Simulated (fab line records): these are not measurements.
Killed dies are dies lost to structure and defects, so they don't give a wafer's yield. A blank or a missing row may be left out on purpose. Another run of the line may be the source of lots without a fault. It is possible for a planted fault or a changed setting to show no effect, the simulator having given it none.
fab line records    flow nand-harc
record: lots: 12  wafers: 36  last-day: 23
route steps=1159 shown A_STAIRCASE@691 END@1159
lots untouched by any fault: they come from a run of this same line in which no faults occurred
start-h: hours from the record's opening day to when the first of the lot's shown wafers began    wait-h: hours since the lot's step before    " repeats the value in the row above    L1.1+2: a single row standing in for several wafers    - no value, or no start given    * or withheld: withheld    < > ~ a bound
route shown NAME@n: names a module that has steps shown in the file, with the first one's number in the route    usual: mean/standard deviation of fault-free wafers    same: alike in all rows    chamber/n: place in a boat    sites: per-site readings    _std_site: their standard deviation    _edge_site: the outer-site mean with the inner-site mean subtracted    radius-mm: how far each site lies from the wafer's centre    mask NAME#n: copy n    behind: the last tool/chamber to shape the wafer    hold: cause of the lot's hold/its duration in hours/its outcome    device: which transistor (n, p or np) failed to switch    end of line: at the end of the route, the tests of the same wafers    where a step has no rows: the recipe by itself    killed: dies that structure and defects cost at the first sort, which is not the same as the wafer's yield    map: the dies of a wafer, with x for killed, . for not killed, _ for no die there
set.NAME: the setting that was run; set.NAME@STEP: the one run at that earlier step    model.NAME: the simulator's own value behind a step, which no gauge read
one table for each step of the route and one row for each wafer, over a sample of lots
services: a tool's chamber out of use, with start hour (start-h, from the record's first day; less than 0 if before it), hours out, and reason
== steps ==
step: NHARC_A_STAIRCASE_ETCH_453
recipe: target-depth-a: 300  overetch-a: 30  time-s: 16.5  ion-energy-ev: 100  cf4-flow-sccm: 80  o2-flow-sccm: 20  ar-flow-sccm: 0  rf-w: 300  bias-w: 100  chemistry: CF4/O2
usual: drypump-motor-current-A: 5.7/0.35  oes_f_703_au: 1.000/0.0043  oes-product-au: 1.001/0.014  rf-vpp-V: 198.1/1.3  showerhead-plenum-p-Torr: 1.35/0.052  throttle-valve-pct: 13.397/0.0085
lot.wafer  tool         chamber  start-h  wait-h  drypump-motor-current-A  oes_f_703_au  oes-product-au  rf-hours-counter-h  rf-vpp-V  showerhead-plenum-p-Torr  throttle-valve-pct
L825.4     rie-diel-11  1        -        -       5.8                      1.004         0.989           22                  196.8     1.31                      13.398
L825.1     "            2        "        "       5.6                      1.002         1.005           26                  196.8     1.29                      13.403
L825.5     "            1        "        "       5.8                      0.999         0.986           -                   197.4     1.31                      13.400
L827.1     rie-diel-13  0        -        -       6.7                      1.001         1.016           56                  198.0     1.43                      13.392
L827.2     "            1        "        "       5.5                      0.998         1.002           57                  197.8     1.36                      13.403
L827.6     "            3        "        "       5.5                      1.008         0.990           -                   196.4     1.30                      13.400
L829.3     rie-diel-01  1        -        -       5.9                      1.004         0.999           46                  194.8     1.26                      13.394
L829.5     "            2        "        "       5.8                      0.999         1.011           -                   198.0     1.41                      13.408
L829.6     "            3        "        "       6.1                      1.000         1.011           -                   197.5     1.36                      13.402
L838.1     rie-diel-11  1        -        -       5.8                      1.000         1.000           49                  196.4     1.30                      13.397
L838.4     "            2        "        "       5.6                      1.010         1.006           51                  195.6     1.29                      13.397
L838.6     "            3        "        "       5.8                      0.998         0.996           -                   199.5     1.38                      13.389
L837.3     rie-diel-13  1        -        -       5.5                      1.004         1.019           20                  197.9     1.35                      13.395
L837.1     "            3        "        "       5.4                      0.995         1.000           22                  198.5     1.30                      13.403
L837.6     "            1        "        "       5.5                      0.992         1.018           -                   198.2     1.35                      13.399
L839.2     rie-diel-11  1        -        -       5.8                      1.002         0.987           53                  198.7     1.30                      13.404
L839.1     "            3        "        "       5.8                      0.995         0.990           54                  198.6     1.38                      13.393
L839.4     "            0        "        "       5.5                      0.999         1.014           53                  198.0     1.40                      13.395
L840.2     rie-diel-11  2        -        -       5.6                      0.998         0.998           58                  197.7     1.28                      13.402
L840.3     "            3        "        "       5.8                      0.998         0.978           57                  197.3     1.38                      13.407
L840.5     "            0        "        "       5.4                      1.006         1.005           -                   199.5     1.40                      13.408
L842.2     rie-diel-11  3        -        -       5.8                      0.997         0.981           58                  199.6     1.38                      13.406
L842.4     "            0        "        "       5.4                      0.997         1.019           57                  199.0     1.40                      13.390
L842.5     "            0        "        "       5.5                      1.006         1.008           -                   199.1     1.40                      13.388
L843.3     rie-diel-11  0        -        -       5.4                      0.999         1.015           60                  199.6     1.40                      13.385
L843.6     "            1        "        "       5.8                      0.998         1.000           -                   198.6     1.30                      13.386
L843.5     "            2        "        "       5.6                      0.990         1.009           -                   196.2     1.28                      13.405
L845.1     rie-diel-13  3        -        -       5.4                      1.001         0.999           38                  197.5     1.29                      13.404
L845.3     "            1        "        "       5.5                      0.998         1.005           38                  198.5     1.35                      13.396
L845.5     "            3        "        "       5.5                      1.001         1.003           -                   196.9     1.29                      13.389
L847.4     rie-diel-01  3        -        -       6.1                      1.003         0.976           27                  199.4     1.35                      13.417
L847.3     "            0        "        "       5.4                      0.998         0.993           27                  198.4     1.35                      13.394
L847.6     "            2        "        "       5.8                      1.003         1.002           -                   199.6     1.40                      13.395
L848.2     rie-diel-13  1        -        -       5.5                      0.997         0.992           44                  197.8     1.35                      13.413
L848.4     "            3        "        "       5.4                      1.004         0.984           45                  197.0     1.29                      13.401
L848.5     "            1        "        "       5.5                      0.999         0.993           -                   197.8     1.35                      13.395
step: NHARC_A_STAIRCASE_STRIP_316
recipe: o2-flow-sccm: 500  ar-flow-sccm: 0  bias-w: 0  chemistry: O2
usual: drypump-motor-current-A: 5.7/0.35  oes-product-au: 0.999/0.012  rf-vpp-V: 57.8/0.9  showerhead-plenum-p-Torr: 3.55/0.13  throttle-valve-pct: 17.037/0.0094
lot.wafer  tool         chamber  start-h  wait-h  drypump-motor-current-A  oes-product-au  rf-hours-counter-h  rf-vpp-V  showerhead-plenum-p-Torr  throttle-valve-pct
L825.1     rie-diel-11  0        -        -       5.4                      1.003           24                  57.2      3.71                      17.042
L825.4     "            3        "        "       5.8                      0.979           25                  59.2      3.66                      17.044
L825.5     "            0        "        "       5.4                      1.002           -                   59.1      3.71                      17.041
L827.2     rie-diel-13  0        -        -       6.7                      1.015           56                  56.7      3.78                      17.038
L827.1     "            2        "        "       5.2                      1.014           65                  56.6      3.57                      17.029
L827.6     "            1        "        "       5.5                      1.003           -                   58.1      3.59                      17.027
L829.3     rie-diel-01  0        -        -       5.4                      0.999           47                  58.0      3.59                      17.036
L829.6     "            2        "        "       5.8                      1.001           -                   57.8      3.70                      17.040
L829.5     "            3        "        "       6.1                      1.023           -                   58.4      3.59                      17.039
L838.1     rie-diel-11  3        -        -       5.8                      0.993           50                  56.3      3.65                      17.036
L838.4     "            0        "        "       5.4                      1.008           49                  56.5      3.70                      17.027
L838.6     "            1        "        "       5.8                      0.993           -                   55.7      3.44                      17.028
L837.3     rie-diel-13  2        -        -       5.2                      1.018           21                  59.2      3.56                      17.034
L837.1     "            3        "        "       5.5                      1.004           22                  57.2      3.43                      17.041
L837.6     "            0        "        "       6.7                      1.029           -                   59.1      3.76                      17.038
L839.1     rie-diel-11  1        -        -       5.8                      0.990           53                  57.0      3.44                      17.041
L839.2     "            2        "        "       5.6                      1.001           56                  57.2      3.40                      17.052
L839.4     "            3        "        "       5.8                      0.990           54                  58.5      3.65                      17.040
L840.3     rie-diel-11  0        -        -       5.4                      1.007           57                  57.8      3.69                      17.038
L840.2     "            2        "        "       5.6                      1.005           59                  57.3      3.40                      17.053
L840.5     "            0        "        "       5.5                      1.011           -                   58.1      3.69                      17.029
L842.4     rie-diel-11  3        -        -       5.8                      0.989           58                  57.7      3.64                      17.039
L842.2     "            0        "        "       5.4                      1.003           57                  58.6      3.69                      17.035
L842.5     "            1        "        "       5.8                      0.984           -                   57.0      3.44                      17.051
L843.3     rie-diel-11  2        -        -       5.6                      1.004           63                  57.2      3.40                      17.043
L843.6     "            3        "        "       5.8                      0.981           -                   57.0      3.64                      17.022
L843.5     "            0        "        "       5.4                      1.012           -                   57.9      3.69                      17.050
L845.3     rie-diel-13  3        -        -       5.5                      1.002           39                  56.5      3.43                      17.025
L845.1     "            0        "        "       6.7                      1.027           38                  59.4      3.75                      17.051
L845.5     "            3        "        "       5.5                      0.988           -                   57.7      3.43                      17.044
L847.3     rie-diel-01  0        -        -       5.4                      0.980           28                  55.9      3.57                      17.050
L847.4     "            2        "        "       5.8                      1.001           24                  57.5      3.69                      17.039
L847.6     "            3        "        "       6.1                      0.985           -                   59.1      3.56                      17.021
L848.2     rie-diel-13  0        -        -       6.7                      1.015           46                  58.3      3.75                      17.048
L848.4     "            1        "        "       5.5                      0.995           46                  58.7      3.56                      17.041
L848.5     "            1        "        "       5.5                      0.986           -                   58.7      3.56                      17.025
step: NHARC_A_STAIRCASE_DEP_322
recipe: target-thk-a: 38000  temp-c: 400  target-thk-nm: 3800  teos-flow-sccm: 200  rf-w: 500  material: SiO2
usual: heater-power-w: 685/100
lot.wafer  tool      chamber  start-h  wait-h  heater-power-w
L825.1     pecvd-01  0        290.12   0.3     672
L825.5     "         1        "        "       491
L825.4     "         2        "        "       759
L827.1     pecvd-04  0        295.59   0.1     824
L827.2     "         2        "        "       809
L827.6     "         2        "        "       676
L829.3     pecvd-04  1        306.44   0.2     729
L829.5     "         0        "        "       679
L829.6     "         1        "        "       676
L838.1     pecvd-01  0        355.99   0.3     656
L838.4     "         2        "        "       724
L838.6     "         0        "        "       543
L837.1     pecvd-01  0        361.00   0.1     588
L837.3     "         1        "        "       580
L837.6     "         0        "        "       554
L839.2     pecvd-01  2        367.54   0.1     892
L839.1     "         1        "        "       614
L839.4     "         0        "        "       558
L842.2     pecvd-02  0        376.57   0.3     803
L842.5     "         1        "        "       605
L842.4     "         2        "        "       720
L840.2     pecvd-01  0        377.11   0.8     563
L840.3     "         2        "        "       912
L840.5     "         2        "        "       732
L843.3     pecvd-04  1        390.55   0.1     867
L843.5     "         1        "        "       719
L843.6     "         0        "        "       684
L845.3     pecvd-04  0        401.82   0.2     840
L845.1     "         1        "        "       787
L845.5     "         2        "        "       658
L847.3     pecvd-01  0        411.94   0.3     654
L847.6     "         1        "        "       486
L847.4     "         2        "        "       758
L848.2     pecvd-02  2        418.42   0.1     790
L848.5     "         0        "        "       637
L848.4     "         1        "        "       604
step: NHARC_A_STAIRCASE_CMP_152
usual: edge-zone-pressure-frac: 1.000/0.0047  motor-current-A: 11.6/1
lot.wafer  tool    chamber  start-h  wait-h  edge-zone-pressure-frac  motor-current-A
L825.4     cmp-03  2        308.88   0.1     0.998                    12.2
L825.1     "       1        "        "       1.003                    12.0
L825.5     "       2        "        "       0.997                    11.5
L827.2     cmp-04  3        314.67   0.1     -                        -
L827.1     "       0        "        "       -                        -
L827.6     "       3        "        "       -                        -
L829.3     cmp-03  1        328.83   0.1     -                        -
L829.6     "       3        "        "       -                        -
L829.5     "       0        "        "       -                        -
L838.4     cmp-04  0        376.84   0.1     1.000                    11.9
L838.1     "       2        "        "       0.994                    11.4
L838.6     "       0        "        "       1.008                    12.2
L837.3     cmp-03  1        378.45   0.1     1.006                    11.8
L837.1     "       0        "        "       1.000                    13.1
L837.6     "       1        "        "       1.002                    12.0
L839.1     cmp-03  3        387.06   0.1     0.994                    12.0
L839.2     "       1        "        "       1.008                    11.9
L839.4     "       2        "        "       0.996                    11.2
L842.2     cmp-02  3        398.02   0.1     0.995                    12.1
L842.4     "       1        "        "       1.000                    12.3
L842.5     "       3        "        "       0.997                    12.5
L840.3     cmp-04  3        398.88   0.1     0.998                    10.1
L840.2     "       1        "        "       1.003                    10.3
L840.5     "       3        "        "       1.007                    10.1
L843.3     cmp-04  0        408.59   0.1     1.006                    12.0
L843.5     "       1        "        "       0.998                    10.2
L843.6     "       2        "        "       0.998                    11.2
L845.1     cmp-04  1        422.27   0.1     1.001                    10.5
L845.3     "       3        "        "       1.000                    10.9
L845.5     "       1        "        "       0.998                    10.8
L848.2     cmp-03  2        436.55   0.1     0.996                    11.8
L848.4     "       0        "        "       1.002                    12.9
L848.5     "       2        "        "       0.996                    12.0
L847.3     cmp-04  0        436.70   0.1     0.994                    11.4
L847.4     "       3        "        "       1.004                    10.5
L847.6     "       1        "        "       0.997                    10.6
step: NHARC_END_SORT_01
recipe: temp-c: 25
usual: killed-at-array: 27/9.9  killed-at-other: 0.5/0.76  killed-at-periphery: 3.4/2.2  killed-dies: 31/10  killed-open: 3.3/2  killed-short: 2.0/1.5
same: gross-dies: 677
lot.wafer  tool       chamber  start-h  wait-h  killed-at-array  killed-at-other  killed-at-periphery  killed-dies  killed-open  killed-short
L827.1     prober-02  0        446.12   2.6     673              0                4                    677          4            5
L827.2     prober-02  0        446.92   2.8     668              1                8                    677          3            4
L827.6     prober-02  0        450.11   4.0     670              1                6                    677          5            1
L829.3     prober-01  0        468.81   3.1     674              0                3                    677          7            5
L829.5     prober-01  0        470.41   3.7     675              0                2                    677          4            2
L829.6     prober-01  0        471.21   4.0     677              0                0                    677          4            2
killed by level:class
L827.1 A_STAIRCASE:area-cmp=646 A_CHANNEL_HOLE_D1:chamber-film-flake=8 A_STAIRCASE:chamber-film-flake=3 A_CONTACT:chamber-film-flake=3 A_CONTACT:geometric-particle:short=2 P_M2:chamber-film-flake=2 A_SLIT:chamber-film-flake=2 A_WL_FILL:chamber-film-flake=2
L827.2 A_STAIRCASE:area-cmp=650 A_CHANNEL_HOLE_D1:chamber-film-flake=8 P_GATE:chamber-film-flake=3 P_M2:chamber-film-flake=3 A_CHANNEL_FILL_D1:geometric-particle:open=2 A_WL_FILL:geometric-particle:short=2 A_CONTACT:chamber-film-flake=2 A_CONTACT:geometric-particle:open=1
L827.6 A_STAIRCASE:area-cmp=654 A_WL_FILL:chamber-film-flake=6 A_CHANNEL_HOLE_D1:chamber-film-flake=4 A_STAIRCASE:chamber-film-flake=2 P_GATE:geometric-particle:open=1 P_M0:geometric-particle:short=1 P_M1:geometric-particle:open=1 A_SGD_CUT:geometric-particle:open=1
L829.3 A_STAIRCASE:area-cmp=643 A_SLIT:chamber-film-flake=9 A_CHANNEL_HOLE_D1:chamber-film-flake=7 A_ONON_D1:geometric-particle:open=3 A_CONTACT:geometric-particle:open=2 A_CONTACT:geometric-particle:short=2 P_GATE:geometric-particle:open=1 P_M0:geometric-particle:open=1
L829.5 A_STAIRCASE:area-cmp=655 A_SLIT:chamber-film-flake=8 A_STAIRCASE:chamber-film-flake=3 A_WL_FILL:geometric-particle:open=2 P_M0:geometric-particle:open=1 A_ONON_D1:geometric-particle:short=1 A_CHANNEL_FILL_D1:geometric-particle:open=1 A_WL_FILL:geometric-particle:short=1
L829.6 A_STAIRCASE:area-cmp=658 A_CHANNEL_HOLE_D1:chamber-film-flake=5 A_SLIT:chamber-film-flake=4 A_WL_FILL:geometric-particle:short=2 A_CONTACT:geometric-particle:open=2 A_WL_FILL:chamber-film-flake=2 A_ONON_D1:geometric-particle:open=1 A_SGD_CUT:geometric-particle:open=1
== services ==
tool         chamber  start-h  hours  kind
rie-diel-11  0        247.71   -      clean
rie-diel-11  1        247.71   -      clean
cmp-03       -        254.00   4.0    pm
rie-diel-13  -        276.27   9.0    pm
rie-diel-01  2        296.42   3.8    repair
cmp-04       -        301.07   4.0    pm
rie-diel-01  -        314.88   9.0    pm
cmp-02       -        324.59   4.0    pm
cmp-03       -        326.27   0.4    repair
pecvd-02     -        334.34   13.0   pm
cmp-02       -        337.76   0.3    repair
pecvd-04     2        337.80   19.8   repair
cmp-04       -        338.99   5.2    repair
cmp-03       -        352.00   4.0    pm
rie-diel-01  2        362.64   2.9    repair
rie-diel-11  -        366.50   9.0    pm
pecvd-04     -        376.56   13.0   pm
cmp-03       -        387.93   0.4    repair
cmp-04       -        399.07   4.0    pm
cmp-02       -        405.59   0.5    repair
rie-diel-13  -        407.12   0.5    repair
pecvd-01     -        418.07   13.0   pm
cmp-02       -        422.62   4.0    pm
rie-diel-01  2        423.97   50.2   repair
== key ==
first-sign: step: NHARC_A_STAIRCASE_CMP_152  reading: tool-record  direction: missing
effect: step: NHARC_END_SORT_01  reading: killed-at-array  direction: up  sigmas: 65  usual: 27  struck: 673
more-kills-born-at: NHARC_A_STAIRCASE_CMP_152@cmp-03: 1956  NHARC_A_STAIRCASE_CMP_152@cmp-04: 1950
met-at NHARC_A_STAIRCASE_CMP_152
struck-lots L827,L829
later-rows-left-out L827.1,L827.2,L827.6,L829.3,L829.5,L829.6
tester-left-out L827,L829
not-acting-at NHARC_A_STAIRCASE_ETCH_453,NHARC_A_STAIRCASE_STRIP_316,NHARC_A_STAIRCASE_DEP_322
onset-between 308.88 314.67
fault: kind: skipped-step-whole  tool: cmp-03,cmp-04  chamber: -  onset-h: 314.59  steps: NHARC_A_STAIRCASE_CMP_152  scope: struck-lots-only
tester-left-out: of these lots the tester's yield and bins aren't shown, on N5 and GAA mostly nor the transistor test; their killed dies are dies lost to structure and defects alone, not to doping, threshold or leakage, so they don't give the yield
later-rows-left-out: the simulator's readings of these wafers behind a module that went badly wrong aren't trusted and aren't shown, but for the sort
